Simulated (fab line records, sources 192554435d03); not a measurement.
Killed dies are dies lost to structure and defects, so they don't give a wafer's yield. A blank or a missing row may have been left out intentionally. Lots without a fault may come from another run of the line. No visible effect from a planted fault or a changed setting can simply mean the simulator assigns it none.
Chamber matching ; flow n5_finfet ; rie_diel-05 running N5_BEOL_M3_ETCH_63: 4 sister chambers
The step etches SiARC in CF4, target depth 15.6 nm, time 26 s. 20 wafers are shown with their chamber, then 10 later ones without.

EACH WAFER AND ITS CHAMBER
wafer;chamber;drypump_motor_current_A (A);showerhead_plenum_p_Torr (Torr);throttle_valve_pct (%)
L075.1;0;6.5;2.12;16.01
L075.2;1;5.0;2.20;15.49
L075.4;3;5.5;2.06;15.69
L079.1;3;5.5;2.05;15.74
L079.2;1;5.0;2.20;15.50
L079.3;2;6.4;2.04;15.92
L080.2;1;5.0;2.20;15.53
L080.5;3;5.5;2.05;15.74
L080.6;2;6.4;2.04;15.93
L084.1;1;5.0;2.20;15.53
L084.3;3;5.5;2.05;15.74
L084.6;3;5.5;2.05;15.75
L086.2;1;5.0;2.20;15.55
L086.5;3;5.5;2.05;15.76
L086.6;0;6.4;2.11;16.03
L087.3;0;6.4;2.11;16.03
L087.5;1;5.1;2.19;15.54
L087.6;0;6.4;2.11;16.04
L088.1;0;6.4;2.11;16.05
L088.3;2;6.3;2.03;15.95

SIGNATURES (averages over the wafers above)
reading;chamber 0;chamber 1;chamber 2;chamber 3;scatter within a chamber
drypump_motor_current_A;6.420;5.017;6.367;5.500;0.0379
showerhead_plenum_p_Torr;2.1120;2.1983;2.0367;2.0517;0.00443
throttle_valve_pct;16.0320;15.5233;15.9333;15.7367;0.0209
Rule: for each reading, subtract the chamber's mean from the wafer's reading, divide by that reading's scatter and square the result; add these up over the readings and take the root, which gives the wafer's distance from the chamber. If the next closest chamber is less than 2 further off than the closest, the wafer can't be placed; otherwise it belongs to the closest. The scatter is the square root of a quotient: the sum, over the shown wafers, of each reading's squared deviation from its chamber's mean, divided by wafers minus chambers.

WAFERS WITH NO CHAMBER GIVEN
wafer;drypump_motor_current_A (A);showerhead_plenum_p_Torr (Torr);throttle_valve_pct (%)
L088.4;5.5;2.05;15.76
L089.1;6.4;2.11;16.04
L089.3;5.0;2.19;15.55
L089.6;5.0;2.19;15.55
L094.2;5.0;2.19;15.57
L094.4;6.4;2.03;15.99
L094.6;5.5;2.04;15.81
L097.3;6.5;2.11;15.56
L097.4;5.5;2.04;15.81
L097.5;5.5;2.04;15.80

WHICH CHAMBER EACH ONE RAN IN
wafer;from the rows above;in truth
L088.4;3;3
L089.1;0;0
L089.3;1;1
L089.6;1;1
L094.2;1;1
L094.4;2;2
L094.6;3;3
L097.3;can't be placed: 0 or 2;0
L097.4;3;3
L097.5;3;3
9 of 10 placed correctly. From these rows, 1 cannot be placed; in 1 the true chamber is one of the candidates. Placed wrongly: 0.
